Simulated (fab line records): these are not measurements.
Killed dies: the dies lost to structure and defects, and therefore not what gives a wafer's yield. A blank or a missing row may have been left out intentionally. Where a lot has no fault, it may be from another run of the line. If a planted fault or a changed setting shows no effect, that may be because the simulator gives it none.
fab line records ; flow n5_finfet
record: lots: 6; wafers: 15; last_day: 16
route steps=1938 shown BEOL_M8@1338 PASSIVATION@1936
lots with no fault: from the same line, run without faults
start_h: start of the lot's first displayed wafer, in hours after the record's first day ; wait_h: hours since the lot's step before ; " as in the row above ; L1.1+2: one row covering several wafers at once ; - no value present, or no start provided ; * or withheld: withheld ; < > ~ a bound
route shown NAME@n: a module of which the file shows steps, and the number in the route of the first ; usual: mean/standard deviation taken from wafers without a fault ; same: alike in all rows ; chamber/n: place in a boat ; sites: per-site readings ; _std_site: their standard deviation ; _edge_site: mean of outer sites minus mean of inner sites ; radius_mm: for every site, how far away it sits from the centre of the wafer ; mask NAME#n: copy n ; behind: the most recent tool/chamber to have shaped the wafer ; hold: what put the lot on hold/how long, in hours/how the hold closed ; device: the n, p or np transistor that did not switch ; end of line: tests of these same wafers at the route's end ; a step with no rows: only its recipe ; killed: at the first sort, the dies lost to defects and structure; wafer yield is something else ; map: a wafer's dies, x killed, . not, _ none there
set.NAME: the setting the step ran with; set.NAME@STEP: the setting that earlier step ran with ; model.NAME: the simulator's own value behind a step, which no gauge read
lots at selected steps of the route; one table per step, one row per wafer
services: when a tool's chamber went out of use (start_h, in hours from the record's first day, below 0 if earlier), for how many hours, and the reason
== steps ==
step: N5_BEOL_M8_COAT_60
recipe: resist: SiARC; temp_c: 220; time_s: 60; spin_rpm: 1500; resist_thk_nm: 35
step: N5_BEOL_M8_COAT_05
recipe: resist: CAR-ArF; spin_rpm: 1500; resist_thk_nm: 90
step: N5_BEOL_M8_EBR_07
recipe: solvent: PGMEA; ebr_width_mm: 1.5
step: N5_BEOL_M8_SOFTBAKE_06
recipe: temp_c: 110; time_s: 60; resist: CAR-ArF
step: N5_BEOL_M8_EXPOSE_08
recipe: mask_id: M8; na: 1.35; source_shape: dipole; sigma_inner: 0.817; sigma_outer: 0.97; polarization: te; dose_mj: 68.25
step: N5_BEOL_M8_PEB_09
recipe: peb_temp_c: withheld; peb_time_s: 60; resist: CAR-ArF
step: N5_BEOL_M8_DEVELOP_10
recipe: develop_time_s: 30; developer: TMAH; resist: CAR-ArF; rinse_liquid: diw; dry: air_spin; dev_temp_c: 23
step: N5_BEOL_M8_CD_MEAS_11
recipe: target_cd_nm: 38.5; landing_energy_ev: 500; detector: se_inlens; polarity: opening
usual: cd_nm: 38.8/0.57
lot.wafer;tool;chamber;start_h;wait_h;cd_nm
L823.1;cd_sem-03;0;224.06;-;39.3
L823.2;cd_sem-03;0;224.06;-;38.4
L825.4;cd_sem-03;0;224.33;-;38.9
L825.5;cd_sem-03;0;224.33;-;38.2
L827.3;cd_sem-01;0;231.53;-;37.2
L827.5;cd_sem-01;0;231.53;-;38.1
L830.1;cd_sem-02;0;253.97;-;38.6
L830.4;cd_sem-02;0;253.97;-;39.2
L830.5;cd_sem-02;0;253.97;-;39.0
L836.2;cd_sem-03;0;295.21;-;38.5
L836.4;cd_sem-03;0;295.21;-;38.6
L836.6;cd_sem-03;0;295.21;-;38.8
L838.3;cd_sem-01;0;310.97;-;38.0
L838.5;cd_sem-01;0;310.97;-;39.0
L838.6;cd_sem-01;0;310.97;-;39.1
step: N5_BEOL_M8_OVL_MEAS_12
recipe: points_per_wafer: 44
usual: M8_OVL: 0.3/0.82
lot.wafer;tool;chamber;start_h;wait_h;M8_OVL[nm]
L823.1;overlay-01;0;224.09;0.0;-0.4
L823.2;overlay-01;0;224.09;0.0;0.1
L825.4;overlay-02;0;224.36;0.0;0.9
L825.5;overlay-02;0;224.36;0.0;0.9
L827.3;overlay-01;0;231.55;0.0;0.8
L827.5;overlay-01;0;231.55;0.0;-0.3
L830.1;overlay-02;0;254.00;0.0;1.6
L830.4;overlay-02;0;254.00;0.0;0.4
L830.5;overlay-02;0;254.00;0.0;1.1
L836.2;overlay-02;0;295.24;0.0;-0.4
L836.4;overlay-02;0;295.24;0.0;0.3
L836.6;overlay-02;0;295.24;0.0;-0.6
L838.3;overlay-01;0;311.00;0.0;0.4
L838.5;overlay-01;0;311.00;0.0;-0.1
L838.6;overlay-01;0;311.00;0.0;0.0
step: N5_BEOL_M8_INSPECT_13
recipe: mode: adi; inspect_instrument: brightfield
usual: raw_defect_count: 409/110
lot.wafer;tool;chamber;start_h;wait_h;raw_defect_count
L823.1;defect_inspect-01;-;224.12;0.0;350
L823.2;defect_inspect-01;-;224.12;0.0;353
L825.4;defect_inspect-02;-;224.38;0.0;659
L825.5;defect_inspect-02;-;224.38;0.0;661
L827.3;defect_inspect-01;-;231.58;0.0;406
L827.5;defect_inspect-01;-;231.58;0.0;471
L830.1;defect_inspect-01;-;254.02;0.0;674
L830.4;defect_inspect-01;-;254.02;0.0;724
L830.5;defect_inspect-01;-;254.02;0.0;622
L836.2;defect_inspect-01;-;295.26;0.0;285
L836.4;defect_inspect-01;-;295.26;0.0;312
L836.6;defect_inspect-01;-;295.26;0.0;384
L838.3;defect_inspect-01;-;311.02;0.0;535
L838.5;defect_inspect-01;-;311.02;0.0;404
L838.6;defect_inspect-01;-;311.02;0.0;396
step: N5_BEOL_M8_DESCUM_16
recipe: chemistry: O2; time_s: 7.9; source_power_w: 50; bias_power_w: 20; pressure_mtorr: 20; rf_frequency_hz: 2.712e+07; temp_c: 40; resist: CAR-ArF; o2_flow_sccm: 225
usual: chamber_pressure_mTorr: 19.999/0.019; drypump_motor_current_A: 5.7/0.48; oes_product_au: 0.81/0.072; rf_vpp_V: 242.8/1.1; showerhead_plenum_p_Torr: 2.06/0.046; temp_c: 39.98/0.11; throttle_valve_pct: 20.46/0.2
lot.wafer;tool;chamber;start_h;wait_h;chamber_pressure_mTorr;drypump_motor_current_A;oes_product_au;rf_hours_counter_h;rf_vpp_V;showerhead_plenum_p_Torr;temp_c;throttle_valve_pct
L823.1;rie_diel-05;3;224.15;0.0;20.000;5.0;0.93;39;243.4;2.04;40.08;20.23
L823.2;rie_diel-05;2;224.15;0.0;20.008;6.7;0.72;199;242.8;2.05;40.14;20.86
L825.4;rie_diel-01;2;224.59;0.2;19.995;5.3;0.74;150;243.2;2.16;39.79;20.41
L825.5;rie_diel-01;2;224.59;0.2;19.986;5.3;0.74;-;246.2;2.16;40.08;20.39
L827.3;rie_diel-04;1;231.79;0.2;19.979;5.5;0.85;71;243.1;2.13;40.04;20.49
L827.5;rie_diel-04;0;231.79;0.2;20.033;5.9;0.76;-;240.6;2.00;39.99;20.30
L830.1;rie_diel-04;0;254.06;0.0;20.016;6.0;0.76;153;242.0;1.99;39.92;20.32
L830.4;rie_diel-04;0;254.06;0.0;20.021;5.9;0.76;-;241.5;1.99;39.91;20.32
L830.5;rie_diel-04;3;254.06;0.0;20.002;6.0;0.89;-;243.0;2.04;40.14;20.24
L836.2;rie_diel-01;1;295.30;0.0;19.983;5.7;0.99;3;241.7;2.07;40.04;20.79
L836.4;rie_diel-01;0;295.30;0.0;20.032;6.3;0.73;184;243.3;2.10;40.01;20.57
L836.6;rie_diel-01;0;295.30;0.0;19.987;6.3;0.73;-;243.6;2.10;39.99;20.58
L838.3;rie_diel-01;2;311.21;0.2;20.005;5.3;0.71;184;244.3;2.15;40.00;20.47
L838.5;rie_diel-01;0;311.21;0.2;19.992;6.4;0.72;-;244.2;2.10;39.91;20.60
L838.6;rie_diel-01;1;311.21;0.2;19.980;5.8;0.96;-;241.8;2.07;39.74;20.80
step: N5_BEOL_M8_ETCH_61
recipe: chemistry: CF4; target: SiARC; target_depth_a: 455; mask_material: CAR-ArF; time_s: 75.8; ion_energy_ev: 80; pressure_mtorr: 40; source_w: 545; bias_w: 36; Ar_flow_sccm: 100; cf4_flow_sccm: 100; ends: cleared
usual: chamber_pressure_mTorr: 40.00/0.033; drypump_motor_current_A: 5.7/0.48; etch_rf_on_time_s: 76.3/2; oes_product_au: 0.69/0.06; rf_vpp_V: 183.7/1; showerhead_plenum_p_Torr: 2.12/0.048; throttle_valve_pct: 15.65/0.2
lot.wafer;tool;chamber;start_h;wait_h;chamber_pressure_mTorr;drypump_motor_current_A;etch_rf_on_time_s;oes_product_au;rf_hours_counter_h;rf_vpp_V;showerhead_plenum_p_Torr;throttle_valve_pct
L823.1;rie_diel-05;3;224.19;0.0;40.05;5.0;77.8;0.76;39;182.3;2.12;15.57
L823.2;rie_diel-05;2;224.19;0.0;40.01;6.7;80.1;0.59;199;183.6;2.11;16.05
L825.4;rie_diel-01;2;224.63;0.0;39.99;5.3;76.0;0.64;150;184.6;2.23;15.71
L825.5;rie_diel-01;2;224.63;0.0;40.05;5.3;75.8;0.64;-;185.9;2.23;15.73
L827.3;rie_diel-04;1;231.82;0.0;39.99;5.4;74.5;0.72;71;184.4;2.17;15.64
L827.5;rie_diel-04;0;231.82;0.0;40.02;5.9;77.8;0.65;-;184.4;2.05;15.54
L830.1;rie_diel-04;0;254.09;0.0;40.01;5.9;78.7;0.64;153;183.0;2.05;15.60
L830.4;rie_diel-04;0;254.09;0.0;39.99;5.9;77.5;0.64;-;181.8;2.05;15.57
L830.5;rie_diel-04;3;254.09;0.0;39.95;6.0;74.7;0.76;-;181.7;2.10;15.38
L836.2;rie_diel-01;1;295.33;0.0;40.07;5.7;73.3;0.84;3;184.0;2.09;15.66
L836.4;rie_diel-01;0;295.33;0.0;39.97;6.3;76.9;0.63;184;183.5;2.16;15.86
L836.6;rie_diel-01;0;295.33;0.0;40.05;6.3;76.6;0.63;-;183.3;2.16;15.87
L838.3;rie_diel-01;2;311.25;0.0;39.98;5.3;74.9;0.62;184;184.8;2.22;15.79
L838.5;rie_diel-01;0;311.25;0.0;40.03;6.3;76.4;0.63;-;183.6;2.16;15.87
L838.6;rie_diel-01;1;311.25;0.0;39.99;5.8;72.7;0.82;-;183.3;2.09;15.67
step: N5_BEOL_M8_ETCH_62
recipe: chemistry: N2/H2; target: SOC; target_depth_a: 1100; overetch_a: 220; mask_material: SiARC; temp_c: 40; time_s: 165; ion_energy_ev: 200; pressure_mtorr: 30; source_w: 840; bias_w: 150; n2_flow_sccm: 200; h2_flow_sccm: 200
usual: chamber_pressure_mTorr: 30.001/0.025; drypump_motor_current_A: 5.7/0.48; oes_product_au: 0.68/0.054; rf_vpp_V: 523.0/1.6; showerhead_plenum_p_Torr: 2.51/0.061; temp_c: 40.00/0.11; throttle_valve_pct: 17.90/0.28
lot.wafer;tool;chamber;start_h;wait_h;chamber_pressure_mTorr;drypump_motor_current_A;oes_product_au;rf_hours_counter_h;rf_vpp_V;showerhead_plenum_p_Torr;temp_c;throttle_valve_pct;model.SiARC_of_BEOL_M8_COAT_60.thk_nm
L823.1;rie_diel-05;3;224.24;0.0;30.055;5.0;0.76;39;522.4;2.48;40.19;17.68;28.4
L823.2;rie_diel-05;2;224.24;0.0;29.987;6.7;0.61;199;523.6;2.54;39.89;18.60;28.8
L825.4;rie_diel-01;2;224.68;0.0;30.036;5.3;0.63;150;526.4;2.65;40.03;17.99;28.6
L825.5;rie_diel-01;2;224.68;0.0;29.990;5.3;0.63;-;526.9;2.65;40.14;18.00;28.6
L827.3;rie_diel-04;1;231.88;0.0;30.000;5.4;0.70;71;524.3;2.59;39.79;17.83;28.8
L827.5;rie_diel-04;0;231.88;0.0;29.973;5.9;0.64;-;520.8;2.47;40.29;17.99;29
L830.1;rie_diel-04;0;254.15;0.0;30.016;5.9;0.64;153;521.4;2.46;40.12;18.03;28.8
L830.4;rie_diel-04;0;254.15;0.0;30.043;5.9;0.65;-;520.8;2.46;40.06;18.02;28.6
L830.5;rie_diel-04;3;254.15;0.0;29.986;6.0;0.75;-;522.3;2.46;39.94;17.48;28
L836.2;rie_diel-01;1;295.39;0.0;29.988;5.8;0.90;3;524.5;2.51;39.95;18.19;28.4
L836.4;rie_diel-01;0;295.39;0.0;29.939;6.3;0.64;184;524.6;2.56;39.97;18.06;28.2
L836.6;rie_diel-01;0;295.39;0.0;30.009;6.3;0.63;-;523.5;2.56;39.93;18.07;28.2
L838.3;rie_diel-01;2;311.30;0.0;30.003;5.3;0.68;184;525.5;2.64;40.04;18.08;29.4
L838.5;rie_diel-01;0;311.30;0.0;30.012;6.3;0.63;-;523.9;2.56;39.97;18.09;28.4
L838.6;rie_diel-01;1;311.30;0.0;29.979;5.7;0.79;-;523.1;2.51;39.96;18.17;27.8
step: N5_BEOL_M8_STRIP_68
recipe: chemistry: N2/H2; temp_c: 40; n2_flow_sccm: 200; h2_flow_sccm: 200; rf_frequency_hz: 6e+07
step: N5_PASSIVATION_PROBE_49
usual: defect_limited_yield: 91.2/1.4; killed_at_M0_to_M3: 32/9.3; killed_at_M4_up: 14/4.9; killed_at_contacts: 15/7.5; killed_at_front_end: 40/11; killed_at_other: 4/3.3; killed_dies: 104/17; killed_open: 68/14; killed_short: 33/7.9; sort_bin_4_leakage: 0/0; sort_bin_5_function: 5.2/0.99; sort_bin_6_memory: 3.2/0.65; sort_bin_8_speed: 0.03/0.19; sort_n_pass: 1076/17; sort_yield_pct: 91.1/1.5
same: gross_dies: 1180; killed_at_back_side: 0
lot.wafer;tool;chamber;start_h;wait_h;defect_limited_yield[%];killed_at_M0_to_M3;killed_at_M4_up;killed_at_contacts;killed_at_front_end;killed_at_other;killed_dies;killed_open;killed_short;sort_bin_4_leakage[%];sort_bin_5_function[%];sort_bin_6_memory[%];sort_bin_8_speed[%];sort_n_pass;sort_yield_pct[%]
L823.1;prober-02;-;287.81;0.0;92.0;31;11;30;21;1;94;58;35;0;4.8;3.0;0;1086;92.0
L823.2;prober-02;-;287.86;0.1;89.7;52;8;29;29;4;122;70;37;0;5.8;3.7;0;1058;89.7
L825.4;prober-01;-;297.60;0.2;87.5;52;11;34;48;3;148;98;49;0;8.4;3.8;0;1032;87.5
L825.5;prober-01;-;297.65;0.2;88.7;36;14;27;56;0;133;95;31;0;6.3;4.2;0;1047;88.7
L827.3;prober-01;-;304.57;0.1;92.5;15;16;8;42;7;88;62;19;0;4.1;2.6;0;1092;92.5
L827.5;prober-01;-;304.67;0.2;91.6;22;12;21;40;4;99;55;27;0;5.7;2.5;0;1081;91.6
L830.1;prober-02;-;319.79;0.0;89.7;40;11;16;44;10;121;90;26;0;6.1;3.6;0;1059;89.7
L830.4;prober-02;-;319.94;0.2;91.4;37;16;20;25;3;101;72;28;0;4.8;3.4;1.95;1056;89.5
L830.5;prober-02;-;319.99;0.2;89.7;54;7;23;34;4;122;84;38;0;6.3;3.6;0;1058;89.7
L836.2;prober-02;-;363.30;0.1;89.6;41;17;13;42;10;123;81;35;0;5.7;4.4;0;1057;89.6
L836.4;prober-02;-;363.40;0.2;91.8;28;15;13;40;1;97;65;30;0;5.0;2.8;0;1083;91.8
L836.6;prober-02;-;363.50;0.3;91.4;30;5;20;36;11;102;49;45;0;5.2;3.0;0;1078;91.4
L838.3;prober-02;-;378.52;0.1;89.9;33;12;17;57;0;119;69;32;0.25;5.0;3.2;0;1058;89.7
L838.5;prober-02;-;378.62;0.2;89.4;39;9;18;58;1;125;89;36;0;6.1;4.0;0;1055;89.4
L838.6;prober-02;-;378.67;0.3;88.1;42;15;22;61;1;141;83;44;0;6.4;4.1;0;1039;88.1
killed by level:class
L823.1 MOL_CONTACT_COAG:geometric_particle:open=25 BEOL_M0_SAQP:geometric_particle:short=9 MOL_CONTACT_COAG:geometric_particle:short=5 BEOL_M5:geometric_particle:open=5 BEOL_M1:geometric_particle:open=4 BEOL_M0_SAQP:geometric_particle:open=4 BEOL_M2:geometric_particle:open=4 BEOL_M3:geometric_particle:short=4
L823.2 MOL_CONTACT_COAG:geometric_particle:open=16 BEOL_M0_SAQP:geometric_particle:open=15 BEOL_M0_SAQP:geometric_particle:short=13 MOL_CONTACT_COAG:area_etch=9 BEOL_M1:geometric_particle:open=8 FIN_SAQP:geometric_particle:open=6 BEOL_M2:geometric_particle:open=6 HKMG_FIN:area_etch=6
L825.4 MOL_CONTACT_COAG:geometric_particle:open=28 STI_FIN_REVEAL:geometric_particle:open=10 BEOL_M0_SAQP:geometric_particle:short=10 BEOL_M0_SAQP:geometric_particle:open=9 BEOL_M3:geometric_particle:open=9 FIN_SAQP:geometric_particle:open=7 BEOL_M2:geometric_particle:open=7 MOL_CONTACT_COAG:geometric_particle:short=6
L825.5 MOL_CONTACT_COAG:geometric_particle:open=23 FIN_SAQP:geometric_particle:open=16 STI_FIN_REVEAL:geometric_particle:open=16 BEOL_M2:geometric_particle:open=10 BEOL_M0_SAQP:geometric_particle:open=9 BEOL_M0_SAQP:geometric_particle:short=9 STI_FIN_REVEAL:geometric_particle:short=5 BEOL_M4:geometric_particle:open=5
L827.3 STI_FIN_REVEAL:geometric_particle:open=11 MOL_CONTACT_COAG:geometric_particle:open=7 BEOL_M4:geometric_particle:open=7 HKMG_FIN:area_etch=7 BEOL_M0_SAQP:geometric_particle:open=5 BEOL_M1:geometric_particle:open=5 STARTING-WAFER:geometric_particle:open=5 BEOL_M4:geometric_particle:short=4
L827.5 MOL_CONTACT_COAG:geometric_particle:open=10 MOL_CONTACT_COAG:area_etch=9 FIN_CUT:area_etch=8 STI_FIN_REVEAL:geometric_particle:open=7 BEOL_M2:geometric_particle:open=7 STI_FIN_REVEAL:geometric_particle:short=6 FIN_SAQP:geometric_particle:open=5 BEOL_M4:geometric_particle:open=5
L830.1 MOL_CONTACT_COAG:geometric_particle:open=15 BEOL_M3:geometric_particle:open=13 BEOL_M0_SAQP:geometric_particle:open=11 STI_FIN_REVEAL:geometric_particle:open=9 FIN_SAQP:geometric_particle:open=8 BEOL_M0_SAQP:geometric_particle:short=7 DUMMY_GATE:geometric_particle:open=5 BEOL_M4:geometric_particle:open=5
L830.4 MOL_CONTACT_COAG:geometric_particle:open=16 BEOL_M0_SAQP:geometric_particle:short=13 STI_FIN_REVEAL:geometric_particle:open=11 BEOL_M4:geometric_particle:open=9 BEOL_M3:geometric_particle:open=7 BEOL_M1:geometric_particle:open=5 MOL_CONTACT_COAG:geometric_particle:short=4 BEOL_M0_SAQP:geometric_particle:open=4
L830.5 BEOL_M3:geometric_particle:open=30 MOL_CONTACT_COAG:geometric_particle:open=15 FIN_SAQP:geometric_particle:open=9 BEOL_M3:geometric_particle:short=9 MOL_CONTACT_COAG:geometric_particle:short=8 GATE_CUT:geometric_particle:short=6 STI_FIN_REVEAL:geometric_particle:open=5 BEOL_M0_SAQP:geometric_particle:open=4
L836.2 STI_FIN_REVEAL:geometric_particle:open=13 MOL_CONTACT_COAG:geometric_particle:open=11 BEOL_M3:geometric_particle:open=11 BEOL_M4:geometric_particle:open=11 BEOL_M0_SAQP:geometric_particle:short=8 BEOL_M0_SAQP:geometric_particle:open=8 FIN_SAQP:geometric_particle:open=5 FIN_SAQP:geometric_particle:short=5
L836.4 MOL_CONTACT_COAG:geometric_particle:open=11 FIN_SAQP:geometric_particle:open=10 BEOL_M0_SAQP:geometric_particle:short=10 BEOL_M4:geometric_particle:open=9 BEOL_M0_SAQP:geometric_particle:open=7 STARTING-WAFER:geometric_particle:open=7 GATE_CUT:geometric_particle:short=6 DUMMY_GATE:geometric_particle:open=5
L836.6 MOL_CONTACT_COAG:geometric_particle:open=13 FIN_SAQP:geometric_particle:short=9 MOL_CONTACT_COAG:geometric_particle:short=7 BEOL_M0_SAQP:geometric_particle:short=7 BEOL_M2:geometric_particle:open=7 PASSIVATION:area_etch=6 FIN_SAQP:geometric_particle:open=5 STI_FIN_REVEAL:geometric_particle:short=5
L838.3 HKMG_FIN:area_etch=17 MOL_CONTACT_COAG:geometric_particle:open=15 BEOL_M1:geometric_particle:open=10 BEOL_M0_SAQP:geometric_particle:short=9 BEOL_M0_SAQP:geometric_particle:open=8 STI_FIN_REVEAL:geometric_particle:open=7 DUMMY_GATE:geometric_particle:open=7 GATE_CUT:geometric_particle:short=5
L838.5 MOL_CONTACT_COAG:geometric_particle:open=15 STI_FIN_REVEAL:geometric_particle:open=14 DUMMY_GATE:geometric_particle:open=9 BEOL_M0_SAQP:geometric_particle:open=9 BEOL_M2:geometric_particle:open=8 BEOL_M1:geometric_particle:open=7 FIN_SAQP:geometric_particle:open=5 GATE_CUT:geometric_particle:short=5
L838.6 MOL_CONTACT_COAG:geometric_particle:open=15 HKMG_FIN:area_etch=14 BEOL_M1:geometric_particle:open=11 FIN_SAQP:geometric_particle:open=9 BEOL_M2:geometric_particle:open=9 BEOL_M4:geometric_particle:open=8 STI_FIN_REVEAL:geometric_particle:open=7 MOL_CONTACT_COAG:geometric_particle:short=7
== services ==
tool;chamber;start_h;hours;kind
rie_diel-05;1;230.89;5.4;repair
rie_diel-04;2;242.38;12.5;repair
rie_diel-01;1;260.23;-;clean
rie_diel-01;1;260.23;-;consumable_replace:esc
rie_diel-01;1;260.23;-;consumable_replace:focus_ring
rie_diel-01;1;260.23;28.3;scheduled_down
rie_diel-01;1;260.23;28.3;vent_cycle
rie_diel-05;2;298.44;8.7;repair
== key ==
first_sign none at tools or gauges
model_effect: step: N5_BEOL_M8_ETCH_62; value: SiARC_of_BEOL_M8_COAT_60.thk_nm; without: 28.2; struck: 28.9
met_at N5_BEOL_M8_ETCH_62
struck_wafers L836.2,L838.3
baseline_loss: step: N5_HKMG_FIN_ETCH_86; wafers: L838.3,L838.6
onset_between 224.68 295.39
fault: kind: process_parameter_drift; tool: rie_diel-01; chamber: -; onset_h: 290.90; steps: N5_BEOL_M8_ETCH_62; channel: time_s; offset: *; shape: step; end_h: 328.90; scope: struck_wafers_only; acts_in: *; stated: *
baseline_loss: these wafers lose ten dies or more at that step, a loss of the line's own and not of a fault; the sort's usual values leave them out
